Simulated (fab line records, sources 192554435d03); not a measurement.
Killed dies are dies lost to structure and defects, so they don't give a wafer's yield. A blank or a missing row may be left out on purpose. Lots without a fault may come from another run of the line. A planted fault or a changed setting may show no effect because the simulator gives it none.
A struck lot beside a sound one | flow n5_finfet | 17 steps out of a route of 1938
Sound: wafers L207.1, L207.3, L207.6. Struck: wafers L206.1, L206.5, L206.6. The cause comes at the end.
At each step with rows: each side's tool, then ch and its chambers, then its first start. Under that, the readings that differ: sound wafers | struck wafers | difference of the means | sigmas: that difference in standard deviations of wafers without a fault.
alike: readings whose means differ by less than 2 such deviations, and words and numbers that are the same on both sides. not compared: withheld readings, readings that some wafer has no value for, bounds like >300 that may hide the same value, and numbers for which the record gives no deviation and whose values overlap.
The two part at a step that has a row with sigmas, a row that says differs or no value, or rows on one side only. Numbers that don't overlap but have no deviation are shown without sigmas and don't part them. A reading that every wafer of one side lacks parts them only if that side has two wafers or more.

first, 8 steps without rows for these wafers: N5_BEOL_M13_COAT_58 (time 60 s, resist thk 89 nm); N5_BEOL_M13_COAT_04 (resist thk 400 nm); N5_BEOL_M13_EBR_06; N5_BEOL_M13_SOFTBAKE_05 (time 60 s); N5_BEOL_M13_EXPOSE_07 (exposes mask V12); N5_BEOL_M13_PEB_08 (peb time 90 s); N5_BEOL_M13_DEVELOP_09 (develop time 45 s); N5_BEOL_M13_HARDBAKE_14 (time 120 s).
N5_BEOL_M13_CD_MEAS_10: target cd 190 nm.
  sound on cd_sem-01 ch 0, day 16 15:38; struck on cd_sem-01 ch 0, day 16 16:05
  alike: cd_nm
N5_BEOL_M13_OVL_MEAS_11:
  sound on overlay-01 ch 0, day 16 15:40; struck on overlay-02 ch 0, day 16 16:07
  alike: V12_OVL
N5_BEOL_M13_INSPECT_12: inspects for defects (macro).
  sound on defect_inspect-02, day 16 15:41; struck on defect_inspect-02, day 16 16:08
  alike: raw_defect_count
N5_BEOL_M13_DESCUM_15: chemistry O2, time 7.9 s.
  sound on rie_diel-06 ch 0,1,3, day 16 15:43; struck on rie_diel-02 ch 2,3, day 16 16:17
  alike: drypump_motor_current_A, oes_product_au, rf_vpp_V, showerhead_plenum_p_Torr, throttle_valve_pct
  not compared: rf_hours_counter_h
N5_BEOL_M13_ETCH_59: etches BARC in N2/H2, target depth 89 nm, overetch 26.7 nm, time 67.9 s.
  sound on rie_diel-06 ch 0,1,3, day 16 15:45; struck on rie_diel-02 ch 2,3, day 16 16:19
  reading                                    | sound           | struck          | difference | sigmas
  run_length_s (s)                           | 91.6 91.1 91.3  | 78.1 77.8 79.2  | -13.0      | -24
  model.coat_of_BEOL_M13_COAT_04.thk_nm (nm) | 318.6 319 315.6 | 330.2 333 331.6 | +13.9      |
  alike: drypump_motor_current_A, oes_product_au, rf_vpp_V, showerhead_plenum_p_Torr, throttle_valve_pct
  not compared: rf_hours_counter_h
N5_BEOL_M13_VIA_ETCH_16: etches SiOC in C4F8/O2/Ar, target depth 921.7 nm.
  sound on rie_diel-06 ch 0,1,3, day 16 15:49; struck on rie_diel-02 ch 2,3, day 16 16:22
  reading                                    | sound        | struck         | difference | sigmas
  model.coat_of_BEOL_M13_COAT_04.thk_nm (nm) | 74.6 76.2 70 | 87.4 88.2 82.2 | +12.3      |
  alike: C4F8_flow_sccm, drypump_motor_current_A, oes_product_au, rf_vpp_V, showerhead_plenum_p_Torr, throttle_valve_pct
N5_BEOL_M13_STRIP_63: strips in N2/H2.
  sound on plasma_asher-01 ch 1, day 16 16:02; struck on plasma_asher-02 ch 0,1, day 16 16:36
  reading                      | sound          | struck         | difference | sigmas
  drypump_motor_current_A (A)  | 6.5 6.5 6.5    | 5.1 5.9 5.1    | -1.1       | -2
  strip_time_to_endpoint_s (s) | 29.0 29.5 27.6 | 32.7 32.9 31.2 | +3.6       | +4
  alike: heater_power_w, oes_product_au
  not compared: rf_hours_counter_h
N5_BEOL_M13_STRIP_64: strips in N2/H2.
  sound on plasma_asher-01 ch 1, day 16 16:06; struck on plasma_asher-02 ch 0,1, day 16 16:40
  reading                     | sound       | struck      | difference | sigmas
  drypump_motor_current_A (A) | 6.5 6.5 6.5 | 5.1 5.8 5.1 | -1.2       | -2
  alike: heater_power_w, oes_product_au, strip_time_to_endpoint_s
  not compared: rf_hours_counter_h
N5_PASSIVATION_PROBE_49:
  sound on prober-01, day 18 04:29; struck on prober-01, day 18 06:27
  alike: defect_limited_yield, killed_at_M0_to_M3, killed_at_M4_up, killed_at_contacts, killed_at_front_end, killed_at_other, killed_dies, killed_on_rim, killed_open, killed_short, sort_bin_5_function, sort_bin_6_memory, sort_n_pass, sort_yield_pct

WHERE THEY PART
First at N5_BEOL_M13_ETCH_59; last, within this record, at N5_BEOL_M13_STRIP_64. Later steps at which nothing parts them and some readings are alike: N5_PASSIVATION_PROBE_49.

WHY: what the simulator had put in
Process parameter drift: rie_diel-02, from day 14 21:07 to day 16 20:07, at N5_BEOL_M13_ETCH_59. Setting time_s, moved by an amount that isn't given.
